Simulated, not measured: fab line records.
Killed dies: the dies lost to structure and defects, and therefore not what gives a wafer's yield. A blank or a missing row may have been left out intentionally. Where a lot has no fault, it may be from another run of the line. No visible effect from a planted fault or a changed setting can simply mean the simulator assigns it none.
One fault seen from 3 desks	flow n5 finfet	each desk holds nothing but its own numbers, with what lay behind them at the end

## THE DEFECT DESK
Counts from the inspections along the route, per lot, as means over the sampled wafers that have a number. Marked OUT: a lot whose mean sits more than 4 standard deviations from the usual mean, which makes it out of limits; the brackets give that distance.
Columns: A = raw defect count at N5_BEOL_M7_INSPECT_30, usual 410
lot	first seen here	A
L379	day 10 16:06	461
L385	day 13 01:37	402
L390	day 13 19:39	334
L391	day 14 09:41	400
L397	day 15 07:40	338
L398	day 16 07:03	466
Result from this desk: across the 6 lots, nothing is out of limits.

## AT THE METROLOGY DESK
Lot by lot, what the gauges showed, no matter which tool ran the lot: averages of those sampled wafers that carry a number. Marked OUT: a lot whose mean sits more than 4 standard deviations from the usual mean, which makes it out of limits; the brackets give that distance.
Columns: A = cd nm at N5_BEOL_M7_CD_MEAS_28, usual 40.06 nm; B = V6_OVL at N5_BEOL_M7_OVL_MEAS_29, usual -0.2 nm
lot	first seen here	A	B
L379	day 10 16:01	40.20	0.7
L385	day 13 01:32	40.22	-0.0
L390	day 13 19:34	40.05	-0.0
L391	day 14 09:36	40.09	-0.4
L397	day 15 07:35	40.20	0.2
L398	day 16 06:58	40.04	-0.4
Result from this desk: across the 6 lots, nothing is out of limits.

## AT THE TOOL OWNER'S DESK: rie diel-02
The tool's own readings at N5_BEOL_M7_DESCUM_33 (chemistry O2, time 7 s): means of the sampled wafers that have a number, for each lot that ran on this tool. Marked OUT: a lot whose mean sits more than 4 standard deviations from the usual mean, which makes it out of limits; the brackets give that distance.
Columns: A = bias power w at N5_BEOL_M7_DESCUM_33, usual 20.00 W; B = drypump motor current A at N5_BEOL_M7_DESCUM_33, usual 5.6 A; C = oes product au at N5_BEOL_M7_DESCUM_33, usual 0.78 a.u.; D = rf vpp V at N5_BEOL_M7_DESCUM_33, usual 243.2 V; E = showerhead plenum p Torr at N5_BEOL_M7_DESCUM_33, usual 2.10 Torr; F = throttle valve pct at N5_BEOL_M7_DESCUM_33, usual 20.29 %
lot	first seen here	A	B	C	D	E	F
L385	day 13 01:39	19.99	6.1	0.81	242.7	2.15	20.37
L390	day 13 19:51	19.97	5.6	0.81	242.9	2.11	20.22
L391	day 14 10:37	19.98	5.7	0.77	243.2	2.08	20.42
Result from this desk: across the 3 lots, nothing is out of limits.

## PUT TOGETHER
The defect desk saw nothing out of limits.
Nothing out of limits was seen by the metrology desk.
The tool owner's desk saw nothing out of limits.

## WHAT THE SIMULATOR HAD INSERTED
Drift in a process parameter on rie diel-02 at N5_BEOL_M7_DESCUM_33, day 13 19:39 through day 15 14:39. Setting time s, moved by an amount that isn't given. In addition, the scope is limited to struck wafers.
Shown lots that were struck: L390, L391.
